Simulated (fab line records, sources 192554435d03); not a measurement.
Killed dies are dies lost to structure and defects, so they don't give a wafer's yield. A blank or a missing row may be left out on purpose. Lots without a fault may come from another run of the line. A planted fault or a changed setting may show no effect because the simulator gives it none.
One fault seen from 3 desks | flow n5_finfet | each desk has only its own numbers; what lay behind them comes last

THE DEFECT DESK
What the inspections along the route counted, lot by lot: means of the sampled wafers that have a number. A lot is out of limits, marked OUT, if its mean lies more than 4 standard deviations from the usual mean; the brackets give that distance.
Columns: A = raw_defect_count at N5_MIM_TOP_LITHO_INSPECT_12, usual 2.2
lot  | first seen here | A
L852 | day 14 00:58    | 1.3
L853 | day 14 16:09    | 1.3
L858 | day 16 09:23    | 2.7
L861 | day 17 07:02    | 3.3
L868 | day 18 22:14    | 2.3
L873 | day 19 17:56    | 1.3
This desk's finding: nothing out of limits on any of the 6 lots.

THE METROLOGY DESK
What the gauges read, lot by lot, whatever tool the lot ran on: means of the sampled wafers that have a number. A lot is out of limits, marked OUT, if its mean lies more than 4 standard deviations from the usual mean; the brackets give that distance.
Columns: A = cd_nm at N5_MIM_TOP_LITHO_CD_MEAS_08, usual 2001.3 nm; B = MIM_TOP_OVL at N5_MIM_TOP_LITHO_OVL_MEAS_11, usual 2 nm
lot  | first seen here | A      | B
L852 | day 14 00:55    | 2002.8 | 1
L853 | day 14 16:06    | 2001.4 | 5
L858 | day 16 09:19    | 1998.1 | -1
L861 | day 17 06:59    | 2002.1 | -2
L868 | day 18 22:11    | 2001.5 | 8
L873 | day 19 17:53    | 2001.3 | -3
This desk's finding: nothing out of limits on any of the 6 lots.

THE TOOL OWNER'S DESK: rie_metal-02
The tool's own readings at N5_MIM_TOP_ETCH_ETCH_00 (etches TiN in Cl2/BCl3, target depth 38.5 nm): means of the sampled wafers that have a number, for each lot that ran on this tool. A lot is out of limits, marked OUT, if its mean lies more than 4 standard deviations from the usual mean; the brackets give that distance.
Columns: A = bias_w at N5_MIM_TOP_ETCH_ETCH_00, usual 126.1 W; B = drypump_motor_current_A at N5_MIM_TOP_ETCH_ETCH_00, usual 5.4 A; C = oes_product_au at N5_MIM_TOP_ETCH_ETCH_00, usual 0.80 a.u.; D = throttle_valve_pct at N5_MIM_TOP_ETCH_ETCH_00, usual 22.63 %
lot  | first seen here | A               | B   | C    | D
L853 | day 14 16:16    | 126.4           | 5.1 | 0.85 | 22.74
L858 | day 16 09:40    | 114.7 (-30) OUT | 5.6 | 0.75 | 22.42
L861 | day 17 07:10    | 103.5 (-60) OUT | 5.4 | 0.76 | 22.59
This desk's finding: out of limits on L858, L861; first on L858, day 16 09:40 (bias_w at N5_MIM_TOP_ETCH_ETCH_00). In limits: L853.

PUT TOGETHER
The tool owner's desk could have raised an alarm at day 16 09:40, on L858, L861.
The defect desk saw nothing out of limits.
The metrology desk saw nothing out of limits.
The defect desk has L858, L861 on record, within its limits.
The metrology desk has L858, L861 on record, within its limits.
Of the lots named, all ran N5_MIM_TOP_ETCH_ETCH_00 on rie_metal-02.

WHAT THE SIMULATOR HAD PUT IN
Process parameter drift: rie_metal-02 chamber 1, from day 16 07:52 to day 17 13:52, at N5_MIM_TOP_ETCH_ETCH_00. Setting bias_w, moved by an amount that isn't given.
Lots struck among those shown: L858, L861.
Hours from the fault's start to each desk's first reading out of limits: the tool owner's desk, 2.
